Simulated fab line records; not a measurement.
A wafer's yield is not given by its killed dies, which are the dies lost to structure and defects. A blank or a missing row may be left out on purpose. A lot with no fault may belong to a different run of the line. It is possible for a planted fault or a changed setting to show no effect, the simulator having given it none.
Tool commonality check ; flow nandHarc ; 36 wafers sampled across 12 lots

== THE REASON FOR OPENING IT ==
On 2 of the 12 lots, a flag is raised at NHARC_A_M1_CD_MEAS_09 on the reading cdNm. Wafers without a fault read 120.0 nm, standard deviation 0.55.
Rule: a lot is flagged when every wafer of it that has a number lies more than 4 standard deviations from that mean, or none has a number. As for the other lots, they are considered sound.

lot;measured;on;cdNm (nm), wafer by wafer;flag
L300;day 18 02:14;cdSem-02;118.9 119.4 118.6;
L299;day 18 06:27;cdSem-02;120.5 120.0 120.3;
L302;day 19 17:22;cdSem-01;119.6 120.9 120.1;
L307;day 20 02:16;cdSem-03;120.2 120.4 120.0;
L312;day 21 00:02;cdSem-01;119.4 119.5 118.5;
L311;day 22 02:59;cdSem-01;126.6 125.8;FLAGGED
L315;day 22 06:41;cdSem-02;126.9 127.1 126.9 127.0;FLAGGED
L317;day 23 01:31;cdSem-01;120.3 120.4 120.2;
L316;day 23 01:49;cdSem-02;119.7 120.0 120.8;
L318;day 23 13:50;cdSem-03;120.2 119.8 120.6;
L319;day 23 21:16;cdSem-02;119.8 119.2 120.1;
L320;day 25 08:13;cdSem-02;121.0 121.1 120.6;
On average the flagged lots' numbers are 126.7 nm, which is +6.7 nm against the usual, or +12 standard deviations.

== WHICH TOOL RAN EACH LOT ==
The record holds 2 process steps before the reading, out of a route of 1159 steps. In each cell: the tool, then ch and the chambers that the sampled wafers went through, then the start.
lot;flag;NHARC_A_M0_ANNEAL_30;NHARC_A_M1_EXPOSE_06
L300;;rtpAnneal-02 ch 0, day 17 23:21;arfiScanner-03 ch 0, day 18 02:05
L299;;rtpAnneal-02 ch 0, day 18 04:03;arfiScanner-02 ch 0, day 18 06:18
L302;;rtpAnneal-02 ch 0, day 19 15:02;arfiScanner-01 ch 0, day 19 17:13
L307;;rtpAnneal-01 ch 0, day 20 00:08;arfiScanner-01 ch 0, day 20 02:08
L312;;rtpAnneal-01 ch 0, day 20 21:40;arfiScanner-01 ch 0, day 20 23:54
L311;FLAGGED;rtpAnneal-02 ch 0, day 22 00:46;arfiScanner-01 ch 0, day 22 02:50
L315;FLAGGED;rtpAnneal-01 ch 0, day 22 04:28;arfiScanner-01 ch 0, day 22 06:32
L317;;rtpAnneal-01 ch 0, day 22 23:19;arfiScanner-02 ch 0, day 23 01:22
L316;;rtpAnneal-02 ch 0, day 22 23:35;arfiScanner-03 ch 0, day 23 01:40
L318;;rtpAnneal-02 ch 0, day 23 11:49;arfiScanner-03 ch 0, day 23 13:43
L319;;rtpAnneal-02 ch 0, day 23 19:04;arfiScanner-02 ch 0, day 23 21:07
L320;;rtpAnneal-01 ch 0, day 25 06:05;arfiScanner-02 ch 0, day 25 08:05
What the steps here do:
- NHARC_A_M0_ANNEAL_30: time 90 s.
- NHARC_A_M1_EXPOSE_06: exposes mask A M1, target cd 120 nm.
- NHARC_A_M1_CD_MEAS_09: target cd 120 nm.

== FLAGGED AGAINST TOTAL, ONE TOOL AT A TIME (gauges that did the reading follow at the end) ==
step;tool;lots run;flagged;share of the flagged lots;sound lots run after its first flagged lot
NHARC_A_M0_ANNEAL_30;rtpAnneal-01;5;1;some;2 (L317,L320)
NHARC_A_M0_ANNEAL_30;rtpAnneal-02;7;1;some;3 (L316,L318,L319)
NHARC_A_M1_EXPOSE_06;arfiScanner-01;5;2;all;0
NHARC_A_M1_EXPOSE_06;arfiScanner-02;4;0;none;-
NHARC_A_M1_EXPOSE_06;arfiScanner-03;3;0;none;-
NHARC_A_M1_CD_MEAS_09;cdSem-01;4;1;some;1 (L317)
NHARC_A_M1_CD_MEAS_09;cdSem-02;6;1;some;3 (L316,L319,L320)
NHARC_A_M1_CD_MEAS_09;cdSem-03;2;0;none;-

== THE TABLE: WHAT IT ALLOWS ==
All flagged lots share 1 row of the table, namely arfiScanner-01 at NHARC_A_M1_EXPOSE_06.
- arfiScanner-01 at NHARC_A_M1_EXPOSE_06: 2 of its 5 lots flagged. A fault beginning between L312 (day 20 23:54), its last sound lot, and L311 (day 22 02:50), its first flagged one, fits the data.
What remains is a single tool, arfiScanner-01 at NHARC_A_M1_EXPOSE_06.

== WHAT THE SIMULATOR PUT IN ==
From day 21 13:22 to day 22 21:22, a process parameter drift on arfiScanner-01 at NHARC_A_M1_EXPOSE_06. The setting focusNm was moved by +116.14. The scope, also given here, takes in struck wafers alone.
Shown lots that were struck: L311, L315. The rule above found the same.
